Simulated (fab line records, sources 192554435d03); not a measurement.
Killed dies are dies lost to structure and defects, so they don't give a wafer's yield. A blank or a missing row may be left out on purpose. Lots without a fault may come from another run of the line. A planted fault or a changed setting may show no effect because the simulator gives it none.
fab line records | flow n5_finfet
record lots=6 wafers=17 last_day=16
route steps=1938 shown BEOL_M12@1630 PASSIVATION@1936
lots that met no fault: from a run of the same line without faults
start_h: hours from the record's first day to the start of the lot's first wafer shown | wait_h: hours since the lot's step before | " the same as in the row above | L1.1+2: a row that stands for several wafers | - no value, or no start given | * or withheld: withheld | < > ~ a bound
route shown NAME@n: a module of which the file shows steps, and the number in the route of the first | usual: mean/standard deviation of fault-free wafers | same: alike in all rows | chamber/n: place in a boat | sites: the reading at each site | _std_site: their standard deviation | _edge_site: outer sites' mean less inner sites' | radius_mm: how far each site lies from the wafer's centre | mask NAME#n: copy n | behind: the tool/chamber that last shaped the wafer | hold: why the lot was held/for how many hours/how that ended | device: the transistor (n, p or np) that didn't switch | end of line: the same wafers' tests at the end of the route | a step without rows: its recipe alone | killed: dies lost to structure and defects at the first sort, not the wafer's yield | map: a wafer's dies, x killed, . not, _ none there
set.NAME: the setting as run; set.NAME@STEP: as run at that earlier step | model.NAME: the simulator's own value behind a step, which no gauge read
lots at some steps of the route; a table a step, a row a wafer
services: from which hour (start_h, from the record's first day; less than 0 if before it) a tool's chamber was out of use, for how many hours, and why
## steps
# step N5_BEOL_M12_DEVELOP_27
# recipe develop_time_s=45 rinse_liquid=diw dry=air_spin dev_temp_c=21
# step N5_BEOL_M12_HARDBAKE_32
# recipe temp_c=130 time_s=120
# step N5_BEOL_M12_CD_MEAS_28
# recipe target_cd_nm=160.2 landing_energy_ev=500 detector=se_inlens polarity=opening
# usual cd_nm=162.1/1.4
# columns lot.wafer tool chamber start_h wait_h cd_nm
L481.1 cd_sem-01 0 220.86 - 162.9
L481.5 " 0 " " 162.7
L481.6 " 0 " " 163.3
L489.3 cd_sem-03 0 273.03 - 161.9
L489.5 " 0 " " 162.4
L489.6 " 0 " " 162.5
L492.1 cd_sem-03 0 283.05 - 159.6
L492.4 " 0 " " 158.4
L492.5 " 0 " " 160.8
L498.2 cd_sem-02 0 312.34 - 162.8
L498.5 " 0 " " 163.2
L498.6 " 0 " " 162.9
L502.1 cd_sem-01 0 351.89 - 162.0
L502.5 " 0 " " 162.4
L503.1 cd_sem-03 0 351.93 - 159.7
L503.5 " 0 " " 159.5
L503.6 " 0 " " 159.4
# step N5_BEOL_M12_OVL_MEAS_29
# recipe points_per_wafer=44
# usual M12_OVL=6/5.3
# columns lot.wafer tool chamber start_h wait_h M12_OVL[nm]
L481.1 overlay-01 0 220.89 0.0 8
L481.5 " 0 " " 8
L481.6 " 0 " " 11
L489.3 overlay-01 0 273.06 0.0 -7
L489.5 " 0 " " 0
L489.6 " 0 " " 6
L492.1 overlay-02 0 283.09 0.0 8
L492.4 " 0 " " 3
L492.5 " 0 " " -2
L498.2 overlay-01 0 312.37 0.0 18
L498.5 " 0 " " 8
L498.6 " 0 " " 11
L502.1 overlay-01 0 351.92 0.0 12
L502.5 " 0 " " 4
L503.1 overlay-02 0 351.96 0.0 6
L503.5 " 0 " " 6
L503.6 " 0 " " 7
# step N5_BEOL_M12_INSPECT_30
# recipe mode=adi inspect_instrument=macro
# usual raw_defect_count=2.2/1.5
# columns lot.wafer tool chamber start_h wait_h raw_defect_count
L481.1 defect_inspect-01 - 220.92 0.0 2
L481.5 " - " " 2
L481.6 " - " " 3
L489.3 defect_inspect-01 - 273.08 0.0 3
L489.5 " - " " 3
L489.6 " - " " 1
L492.1 defect_inspect-01 - 283.11 0.0 1
L492.4 " - " " 4
L492.5 " - " " 0
L498.2 defect_inspect-01 - 312.39 0.0 2
L498.5 " - " " 1
L498.6 " - " " 3
L502.1 defect_inspect-02 - 351.95 0.0 2
L502.5 " - " " 0
L503.1 defect_inspect-02 - 351.98 0.0 3
L503.5 " - " " 6
L503.6 " - " " 1
# step N5_BEOL_M12_DESCUM_33
# recipe chemistry=O2 time_s=7.9 source_power_w=50 bias_power_w=20 pressure_mtorr=20 rf_frequency_hz=2.712e+07 temp_c=40 o2_flow_sccm=225
# usual drypump_motor_current_A=5.7/0.4 oes_product_au=0.80/0.093 rf_vpp_V=243.0/1.3 showerhead_plenum_p_Torr=2.08/0.068 temp_c=40.00/0.11 throttle_valve_pct=20.51/0.19
# columns lot.wafer tool chamber start_h wait_h drypump_motor_current_A oes_product_au rf_hours_counter_h rf_vpp_V showerhead_plenum_p_Torr temp_c throttle_valve_pct
L481.1 rie_diel-06 0 221.36 0.4 6.0 1.00 1 243.3 2.12 40.11 20.12
L481.5 " 0 " " 5.9 1.00 - 243.4 2.12 40.02 20.12
L481.6 " 2 " " 5.3 0.70 - 242.1 1.98 39.91 20.67
L489.3 rie_diel-04 1 273.25 0.2 5.4 0.84 91 243.4 2.10 40.16 20.43
L489.5 " 0 " " 6.1 0.74 - 242.2 2.02 40.06 20.53
L489.6 " 1 " " 5.4 0.84 - 243.8 2.10 40.01 20.43
L492.1 rie_diel-06 0 283.22 0.1 6.0 0.93 26 243.4 2.11 39.79 20.14
L492.4 " 3 " " 6.0 0.91 - 241.9 2.04 40.17 20.64
L492.5 " 0 " " 5.9 0.93 - 243.0 2.11 40.03 20.16
L498.2 rie_diel-04 2 312.43 0.0 6.4 0.69 231 239.5 1.97 39.97 20.39
L498.5 " 2 " " 6.4 0.69 - 242.0 1.97 40.12 20.42
L498.6 " 1 " " 5.4 0.82 - 242.9 2.10 39.98 20.47
L502.1 rie_diel-02 3 351.98 0.0 5.7 0.77 124 245.5 2.21 40.13 20.63
L502.5 " 1 " " 5.6 0.95 - 243.9 2.16 39.89 20.53
L503.1 rie_diel-06 3 352.02 0.0 5.9 0.86 44 244.2 2.03 39.97 20.68
L503.5 " 1 " " 6.1 0.88 - 244.3 2.12 39.92 20.38
L503.6 " 0 " " 6.0 0.88 - 244.9 2.10 40.10 20.20
# step N5_BEOL_M12_ETCH_67
# recipe chemistry=CF4 target=SiARC target_depth_a=1430 time_s=238.3 ion_energy_ev=80 pressure_mtorr=40 source_w=545 bias_w=36 Ar_flow_sccm=100 cf4_flow_sccm=100 ends=cleared
# usual cf4_flow_sccm=100.0/0.35 drypump_motor_current_A=5.7/0.39 etch_rf_on_time_s=236/6.9 mfc_ar_sccm=100.06/0.26 oes_product_au=0.68/0.086 rf_vpp_V=184.0/1.1 showerhead_plenum_p_Torr=2.14/0.062 throttle_valve_pct=15.71/0.21
# columns lot.wafer tool chamber start_h wait_h cf4_flow_sccm drypump_motor_current_A etch_rf_on_time_s mfc_ar_sccm oes_product_au rf_hours_counter_h rf_vpp_V showerhead_plenum_p_Torr throttle_valve_pct
L481.1 rie_diel-06 0 221.40 0.0 100.3 5.9 223 99.93 0.89 1 184.6 2.17 15.25
L481.5 " 0 " " 100.0 6.0 222 100.10 0.89 - 184.1 2.17 15.25
L481.6 " 2 " " 100.0 5.3 235 100.01 0.61 - 184.0 2.04 15.88
L489.3 rie_diel-04 1 273.28 0.0 100.4 5.4 229 100.22 0.72 91 184.4 2.15 15.63
L489.5 " 0 " " 99.1 6.2 241 99.89 0.64 - 182.4 2.07 15.69
L489.6 " 1 " " 100.8 5.4 229 100.30 0.73 - 184.0 2.15 15.61
L492.1 rie_diel-06 0 283.25 0.0 99.6 6.0 223 100.24 0.82 26 185.3 2.16 15.30
L492.4 " 3 " " 100.2 6.0 238 100.51 0.78 - 183.5 2.09 15.78
L492.5 " 0 " " 99.7 5.9 221 100.40 0.82 - 185.2 2.16 15.29
L498.2 rie_diel-04 2 312.46 0.0 99.9 6.4 248 100.17 0.58 231 182.2 2.03 15.71
L498.5 " 2 " " 99.7 6.4 244 99.92 0.59 - 182.5 2.03 15.69
L498.6 " 1 " " 99.9 5.4 226 100.16 0.71 - 184.5 2.14 15.66
L502.1 rie_diel-02 3 352.02 0.0 99.2 5.8 233 100.16 0.67 124 185.1 2.22 15.56
L502.5 " 1 " " 99.4 5.6 228 99.99 0.82 - 185.0 2.20 15.57
L503.1 rie_diel-06 3 352.05 0.0 99.7 5.9 246 99.93 0.73 44 182.7 2.08 15.83
L503.5 " 1 " " 100.3 6.1 232 99.85 0.75 - 184.7 2.19 15.58
L503.6 " 0 " " 99.7 5.9 225 100.13 0.77 - 184.0 2.15 15.36
# step N5_BEOL_M12_ETCH_68
# recipe chemistry=N2/H2 target=SOC mask_material=SiARC source_w=3000 bias_w=350 temp_c=40 time_s=285 ion_energy_ev=200 pressure_mtorr=30 n2_flow_sccm=200 h2_flow_sccm=200
# usual drypump_motor_current_A=5.7/0.4 oes_product_au=0.80/0.094 rf_vpp_V=523.6/2.4 showerhead_plenum_p_Torr=2.53/0.078 temp_c=40.00/0.12 throttle_valve_pct=17.84/0.19
# columns lot.wafer tool chamber start_h wait_h drypump_motor_current_A oes_product_au rf_hours_counter_h rf_vpp_V showerhead_plenum_p_Torr temp_c throttle_valve_pct
L481.1 rie_diel-06 0 221.54 0.1 6.0 1.02 2 524.5 2.57 40.01 17.44
L481.5 " 0 " " 6.0 1.01 - 524.0 2.57 40.03 17.45
L481.6 " 2 " " 5.3 0.71 - 521.7 2.40 39.71 18.05
L489.3 rie_diel-04 1 273.43 0.1 5.4 0.83 91 524.7 2.56 39.99 17.86
L489.5 " 0 " " 6.2 0.75 - 520.7 2.43 40.15 17.66
L489.6 " 1 " " 5.4 0.83 - 525.4 2.56 40.04 17.87
L492.1 rie_diel-06 0 283.40 0.1 5.9 0.94 26 524.5 2.56 40.07 17.48
L492.4 " 3 " " 5.9 0.91 - 521.5 2.49 40.04 17.92
L492.5 " 0 " " 5.9 0.94 - 523.9 2.56 39.97 17.47
L498.2 rie_diel-04 2 312.61 0.1 6.4 0.69 232 519.9 2.42 40.07 17.86
L498.5 " 2 " " 6.4 0.69 - 520.3 2.42 39.88 17.86
L498.6 " 1 " " 5.4 0.81 - 524.2 2.56 40.03 17.89
L502.1 rie_diel-02 3 352.16 0.1 5.8 0.75 124 527.6 2.65 39.88 17.82
L502.5 " 1 " " 5.6 0.94 - 525.8 2.61 39.95 17.68
L503.1 rie_diel-06 3 352.20 0.1 5.9 0.86 45 521.4 2.48 39.97 17.95
L503.5 " 1 " " 6.1 0.88 - 523.8 2.58 39.82 17.64
L503.6 " 0 " " 5.9 0.89 - 523.7 2.55 39.81 17.52
# step N5_BEOL_M12_STRIP_69
# recipe chemistry=N2/H2 temp_c=40 n2_flow_sccm=200 h2_flow_sccm=200 rf_frequency_hz=6e+07
# step N5_BEOL_M12_TRENCH_ETCH_34
# recipe chemistry=C4F8/O2/Ar target=SiOC target_depth_a=3189.5 mask_material=SOC pressure_mtorr=30 source_w=3000 bias_w=700 Ar_flow_sccm=400 C4F8_flow_sccm=15 O2_flow_sccm=8 he_inner_torr=15 he_outer_torr=30 time_s=125.5 ion_energy_ev=250
# usual drypump_motor_current_A=5.7/0.4 mfc_ar_sccm=400.0/1.1 oes_product_au=0.80/0.096 rf_vpp_V=665.2/3 showerhead_plenum_p_Torr=3.42/0.099 throttle_valve_pct=24.35/0.21
# columns lot.wafer tool chamber start_h wait_h drypump_motor_current_A mfc_ar_sccm oes_product_au rf_hours_counter_h rf_vpp_V showerhead_plenum_p_Torr throttle_valve_pct
L481.1 rie_diel-06 0 221.72 0.0 5.9 402.5 1.01 2 666.7 3.48 24.02
L481.5 " 0 " " 6.0 401.7 1.00 - 666.6 3.48 24.00
L481.6 " 2 " " 5.3 398.5 0.70 - 660.1 3.28 24.66
L489.3 rie_diel-04 1 273.61 0.0 5.4 400.2 0.82 91 666.0 3.43 24.20
L489.5 " 0 " " 6.1 401.9 0.76 - 661.8 3.31 24.30
L489.6 " 1 " " 5.4 399.9 0.83 - 665.5 3.43 24.19
L492.1 rie_diel-06 0 283.58 0.0 6.0 399.1 0.92 26 667.0 3.46 24.05
L492.4 " 3 " " 5.9 398.1 0.91 - 664.2 3.37 24.62
L492.5 " 0 " " 6.0 398.3 0.93 - 667.0 3.46 24.05
L498.2 rie_diel-04 2 312.79 0.0 6.4 400.6 0.69 232 660.0 3.24 24.16
L498.5 " 2 " " 6.4 399.8 0.69 - 661.6 3.24 24.17
L498.6 " 1 " " 5.4 398.9 0.82 - 666.1 3.42 24.23
L502.1 rie_diel-02 3 352.34 0.0 5.7 401.5 0.77 124 670.9 3.55 24.19
L502.5 " 1 " " 5.6 400.4 0.94 - 667.4 3.50 24.21
L503.1 rie_diel-06 3 352.38 0.0 5.9 399.7 0.87 45 662.9 3.35 24.65
L503.5 " 1 " " 6.1 400.5 0.89 - 666.8 3.49 24.29
L503.6 " 0 " " 5.9 400.5 0.88 - 664.9 3.45 24.08
# step N5_BEOL_M12_STRIP_70
# recipe chemistry=C4F8/O2/Ar resist=SiARC rf_frequency_hz=6e+07
# step N5_BEOL_M12_OCD_MEAS_35
# usual trench_depth_nm=320/5.9
# columns lot.wafer tool chamber start_h wait_h trench_depth_nm
L481.1 ocd-01 - 221.88 0.0 327
L481.5 " - " " 326
L481.6 " - " " 314
L489.3 ocd-02 - 273.77 0.0 319
L489.5 " - " " 319
L489.6 " - " " 323
L492.1 ocd-01 - 283.73 0.0 326
L492.4 " - " " 319
L492.5 " - " " 327
L498.2 ocd-01 - 312.94 0.0 316
L498.5 " - " " 317
L498.6 " - " " 321
L502.1 ocd-02 - 352.50 0.0 316
L502.5 " - " " 323
L503.1 ocd-01 - 352.54 0.0 318
L503.5 " - " " 325
L503.6 " - " " 326
# step N5_BEOL_M12_STRIP_37
# recipe chemistry=N2/H2 power_w=1000 temp_c=250 h2_frac=0.65 overash_fraction=0.3 pressure_mtorr=withheld n2_flow_sccm=1750 h2_flow_sccm=3250
# usual drypump_motor_current_A=6.2/0.45 h2_flow_sccm=3250/9.7 heater_power_w=351/27 oes_product_au=0.790/0.011 temp_c=249.99/0.19
# same overash_fraction=0.3
# columns lot.wafer tool chamber start_h wait_h drypump_motor_current_A h2_flow_sccm heater_power_w oes_product_au rf_hours_counter_h temp_c
L481.1 plasma_asher-01 1 221.92 0.0 6.6 3249 338 0.790 62 249.74
L481.5 " 0 " " 6.3 3250 388 0.798 - 250.26
L481.6 " 1 " " 6.6 3247 348 0.805 - 250.12
L489.3 plasma_asher-02 0 273.83 0.1 6.2 2900 337 0.801 - 250.18
L489.5 " 1 " " 5.4 3245 328 0.799 - 249.62
L489.6 " 0 " " 6.3 2928 341 0.801 - 250.14
L492.1 plasma_asher-02 0 283.77 0.0 6.3 2928 329 0.802 141 250.00
L492.4 " 0 " " 6.2 2920 338 0.808 - 249.92
L492.5 " 0 " " 6.2 2924 334 0.761 - 250.04
L498.2 plasma_asher-01 1 312.98 0.0 6.6 3243 338 0.800 80 250.02
L498.5 " 0 " " 6.3 3247 377 0.810 - 250.11
L498.6 " 1 " " 6.6 3259 359 0.801 - 249.79
L502.1 plasma_asher-01 1 352.54 0.0 6.6 3234 341 0.795 88 250.10
L502.5 " 0 " " 6.3 3248 390 0.777 - 250.23
L503.1 plasma_asher-02 1 352.58 0.0 5.4 3230 321 0.797 155 249.83
L503.5 " 1 " " 5.4 3247 324 0.787 - 250.07
L503.6 " 0 " " 6.3 3243 340 0.776 - 250.03
# step N5_BEOL_M12_ETCH_38
# recipe chemistry=CF4/N2 target=SiCN target_depth_a=687 taper_deg=2 time_s=73.4 ion_energy_ev=150 mask_material=SiO2 pressure_mtorr=40 source_w=430 bias_w=70 Ar_flow_sccm=100 cf4_flow_sccm=60 n2_flow_sccm=60
# usual cf4_flow_sccm=60.00/0.17 drypump_motor_current_A=5.7/0.38 mfc_ar_sccm=100.06/0.28 oes_product_au=0.80/0.096 rf_vpp_V=382.4/1.9 showerhead_plenum_p_Torr=2.22/0.07 throttle_valve_pct=15.54/0.2
# columns lot.wafer tool chamber start_h wait_h cf4_flow_sccm drypump_motor_current_A mfc_ar_sccm oes_product_au rf_hours_counter_h rf_vpp_V showerhead_plenum_p_Torr throttle_valve_pct
L481.1 rie_diel-02 2 222.00 - 59.74 5.0 99.72 0.70 214 381.5 2.19 15.64
L481.5 " 3 " " 59.83 5.8 100.00 0.85 - 385.0 2.31 15.32
L481.6 " 0 " " 60.03 5.3 99.65 0.84 - 382.6 2.25 15.62
L489.3 rie_diel-02 3 274.14 - 60.38 5.7 100.14 0.80 91 385.5 2.31 15.35
L489.5 " 1 " " 59.98 5.5 100.42 0.69 - 384.0 2.27 15.85
L489.6 " 0 " " 59.82 5.3 99.91 0.82 - 383.5 2.24 15.66
L492.1 rie_diel-02 1 284.03 - 59.64 5.6 100.66 0.69 240 383.6 2.27 15.86
L492.4 " 0 " " 59.86 5.3 99.76 0.82 84 383.3 2.24 15.67
L492.5 " 1 " " 60.04 5.6 99.89 0.70 - 382.7 2.27 15.86
L498.2 rie_diel-04 0 313.08 - 59.84 6.1 100.00 0.73 155 380.5 2.12 15.54
L498.5 " 0 " " 59.85 6.1 99.82 0.72 - 378.5 2.12 15.54
L498.6 " 3 " " 59.77 5.7 99.98 0.69 - 382.7 2.18 15.89
L502.1 rie_diel-06 2 352.81 - 60.10 5.3 99.97 0.93 22 386.4 2.35 15.34
L502.5 " 0 " " 60.10 5.9 100.38 0.90 - 380.9 2.22 15.17
L503.1 rie_diel-02 0 353.04 - 59.89 5.3 100.14 0.79 113 381.8 2.23 15.74
L503.5 " 1 " " 59.88 5.5 100.17 0.96 - 382.7 2.26 15.39
L503.6 " 0 " " 59.79 5.3 100.55 0.78 - 382.9 2.23 15.75
# step N5_PASSIVATION_PROBE_49
# usual defect_limited_yield=91.5/1.5 killed_at_M0_to_M3=32/9.4 killed_at_M4_up=12/5.1 killed_at_contacts=11/7.4 killed_at_front_end=41/11 killed_at_other=3.4/2.5 killed_dies=100/17 killed_open=65/14 killed_short=33/7 sort_bin_5_function=4.9/0.96 sort_bin_6_memory=3.1/0.7 sort_n_pass=1080/17 sort_yield_pct=91.5/1.5
# same gross_dies=1180 killed_at_back_side=0 sort_bin_4_leakage[%]=0 sort_bin_8_speed[%]=0
# columns lot.wafer tool chamber start_h wait_h defect_limited_yield[%] killed_at_M0_to_M3 killed_at_M4_up killed_at_contacts killed_at_front_end killed_at_other killed_dies killed_open killed_short sort_bin_5_function[%] sort_bin_6_memory[%] sort_n_pass sort_yield_pct[%]
L489.3 prober-02 - 304.50 0.1 90.8 45 7 15 40 2 109 63 36 4.8 3.2 1071 90.8
L489.5 prober-02 - 304.60 0.2 91.6 24 11 15 44 5 99 53 46 4.3 3.6 1081 91.6
L489.6 prober-02 - 304.65 0.3 91.9 20 14 15 40 6 95 47 36 4.2 2.6 1085 91.9
L492.1 prober-02 - 317.61 0.0 90.3 45 11 26 33 0 115 83 28 5.7 3.6 1065 90.3
L492.4 prober-02 - 317.76 0.2 89.6 38 13 20 50 2 123 89 31 5.6 4.7 1057 89.6
L492.5 prober-02 - 317.81 0.2 89.2 53 16 19 33 6 127 93 32 6.7 3.9 1053 89.2
L498.2 prober-02 - 351.04 0.1 92.8 28 7 5 42 3 85 51 27 3.8 2.8 1095 92.8
L498.5 prober-02 - 351.19 0.2 91.5 35 19 2 41 3 100 52 38 4.1 3.1 1080 91.5
L498.6 prober-02 - 351.24 0.3 90.9 30 29 11 24 13 107 65 41 5.4 3.3 1073 90.9
L503.1 prober-02 - 388.73 0.0 91.4 38 14 5 39 5 101 64 27 5.2 2.3 1079 91.4
L503.5 prober-02 - 388.93 0.2 93.1 25 14 5 37 1 82 50 30 3.6 3.2 1098 93.1
L503.6 prober-02 - 388.98 0.3 93.2 31 7 9 27 6 80 51 29 4.3 2.5 1100 93.2
# killed by level:class
L489.3 MOL_CONTACT_COAG:geometric_particle:open=11 BEOL_M0_SAQP:geometric_particle:short=10 FIN_SAQP:geometric_particle:open=9 BEOL_M1:geometric_particle:open=9 BEOL_M2:geometric_particle:open=9 HKMG_FIN:area_etch=9 BEOL_M0_SAQP:geometric_particle:open=7 FIN_SAQP:geometric_particle:short=4
L489.5 MOL_CONTACT_COAG:geometric_particle:open=12 FIN_SAQP:geometric_particle:short=8 GATE_CUT:geometric_particle:short=7 BEOL_M5:geometric_particle:open=6 STI_FIN_REVEAL:geometric_particle:open=5 STARTING-WAFER:geometric_particle:short=5 FIN_SAQP:geometric_particle:open=4 BEOL_M1:geometric_particle:short=4
L489.6 HKMG_FIN:area_etch=11 MOL_CONTACT_COAG:geometric_particle:open=9 BEOL_M3:geometric_particle:open=7 FIN_SAQP:geometric_particle:open=6 MOL_CONTACT_COAG:geometric_particle:short=6 FIN_SAQP:geometric_particle:short=4 GATE_CUT:geometric_particle:short=4 BEOL_M0_SAQP:geometric_particle:short=4
L492.1 MOL_CONTACT_COAG:geometric_particle:open=19 BEOL_M1:geometric_particle:open=13 STI_FIN_REVEAL:geometric_particle:open=12 BEOL_M0_SAQP:geometric_particle:short=11 BEOL_M0_SAQP:geometric_particle:open=11 MOL_CONTACT_COAG:geometric_particle:short=7 FIN_SAQP:geometric_particle:open=6 STARTING-WAFER:geometric_particle:open=4
L492.4 STI_FIN_REVEAL:geometric_particle:open=16 MOL_CONTACT_COAG:geometric_particle:open=15 BEOL_M3:geometric_particle:open=10 FIN_SAQP:geometric_particle:open=9 BEOL_M2:geometric_particle:open=7 BEOL_M1:geometric_particle:open=7 STARTING-WAFER:geometric_particle:short=6 FIN_SAQP:geometric_particle:short=5
L492.5 MOL_CONTACT_COAG:geometric_particle:open=16 BEOL_M3:geometric_particle:open=13 BEOL_M1:geometric_particle:open=10 BEOL_M0_SAQP:geometric_particle:open=8 FIN_SAQP:geometric_particle:open=7 STI_FIN_REVEAL:geometric_particle:open=7 ILD0:geometric_particle:open=6 BEOL_M0_SAQP:geometric_particle:short=5
L498.2 FIN_SAQP:geometric_particle:open=11 BEOL_M0_SAQP:geometric_particle:open=9 HKMG_FIN:area_etch=6 STI_FIN_REVEAL:geometric_particle:open=5 GATE_CUT:geometric_particle:short=5 MOL_CONTACT_COAG:geometric_particle:open=4 BEOL_M1:geometric_particle:short=4 BEOL_M1:geometric_particle:open=4
L498.5 FIN_SAQP:geometric_particle:short=9 HKMG_FIN:area_etch=9 FIN_SAQP:geometric_particle:open=8 BEOL_M0_SAQP:geometric_particle:short=8 BEOL_M3:geometric_particle:open=7 ILD0:geometric_particle:short=5 BEOL_M0_SAQP:geometric_particle:open=5 BEOL_M1:geometric_particle:open=5
L498.6 BEOL_M4:geometric_particle:open=14 MOL_CONTACT_COAG:geometric_particle:open=9 BEOL_M0_SAQP:geometric_particle:open=6 BEOL_M1:geometric_particle:open=5 PAD_METAL:geometric_particle:short=5 FIN_SAQP:geometric_particle:short=4 GATE_CUT:geometric_particle:short=4 MIM_TOP:geometric_particle:short=4
L503.1 BEOL_M0_SAQP:geometric_particle:open=18 STI_FIN_REVEAL:geometric_particle:open=7 BEOL_M0_SAQP:geometric_particle:short=7 HKMG_FIN:area_etch=7 FIN_SAQP:geometric_particle:short=5 BEOL_M4:geometric_particle:open=5 MOL_CONTACT_COAG:geometric_particle:open=4 STARTING-WAFER:geometric_particle:short=4
L503.5 FIN_SAQP:geometric_particle:short=8 STI_FIN_REVEAL:geometric_particle:open=7 GATE_CUT:geometric_particle:short=7 BEOL_M0_SAQP:geometric_particle:open=7 BEOL_M4:geometric_particle:open=6 MOL_CONTACT_COAG:geometric_particle:open=4 BEOL_M0:geometric_particle:open=4 BEOL_M1:geometric_particle:short=4
L503.6 BEOL_M0_SAQP:geometric_particle:open=9 BEOL_M0_SAQP:geometric_particle:short=8 BEOL_M2:geometric_particle:open=8 MOL_CONTACT_COAG:geometric_particle:open=6 FIN_SAQP:geometric_particle:short=5 GATE_CUT:geometric_particle:short=4 BEOL_M4:geometric_particle:open=4 BEOL_M1:geometric_particle:open=4
## services
# columns tool chamber start_h hours kind
rie_diel-06 0 198.38 - clean
rie_diel-06 0 198.38 - consumable_replace:focus_ring
rie_diel-06 0 198.38 20.0 scheduled_down
rie_diel-06 0 198.38 20.0 vent_cycle
plasma_asher-01 - 200.40 1.0 repair
rie_diel-04 0 208.52 8.1 repair
rie_diel-06 3 218.47 - clean
rie_diel-06 3 218.47 - consumable_replace:focus_ring
rie_diel-06 3 218.47 14.5 scheduled_down
rie_diel-06 3 218.47 14.5 vent_cycle
rie_diel-06 - 224.00 4.3 pm
rie_diel-06 1 232.93 - clean
rie_diel-06 1 232.93 - consumable_replace:focus_ring
rie_diel-06 1 232.93 23.5 scheduled_down
rie_diel-06 1 232.93 23.5 vent_cycle
rie_diel-02 2 266.21 11.0 repair
rie_diel-06 2 275.51 - clean
rie_diel-06 2 275.51 - consumable_replace:focus_ring
rie_diel-06 2 275.51 - consumable_replace:showerhead
rie_diel-06 2 275.51 16.2 scheduled_down
rie_diel-06 2 275.51 16.2 vent_cycle
rie_diel-04 - 279.19 1.3 repair
rie_diel-04 2 280.55 4.1 repair
rie_diel-06 - 319.94 0.8 repair
## key
first_sign step=N5_BEOL_M12_STRIP_37 reading=h2_flow_sccm direction=down sigmas=34 usual=3250 struck=2920
effect none on later readings
met_at N5_BEOL_M12_STRIP_37
struck_wafers L489.3,L489.6,L492.1,L492.4,L492.5
baseline_loss step=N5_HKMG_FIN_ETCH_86 wafers=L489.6
fault kind=process_parameter_drift tool=plasma_asher-02 chamber=0 onset_h=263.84 steps=N5_BEOL_M12_STRIP_37 channel=h2_flow_sccm offset=-325 shape=step end_h=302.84 acts_in=these_recipes_only stated=3250
# baseline_loss: these wafers lose ten dies or more at that step, a loss of the line's own and not of a fault; the sort's usual values leave them out
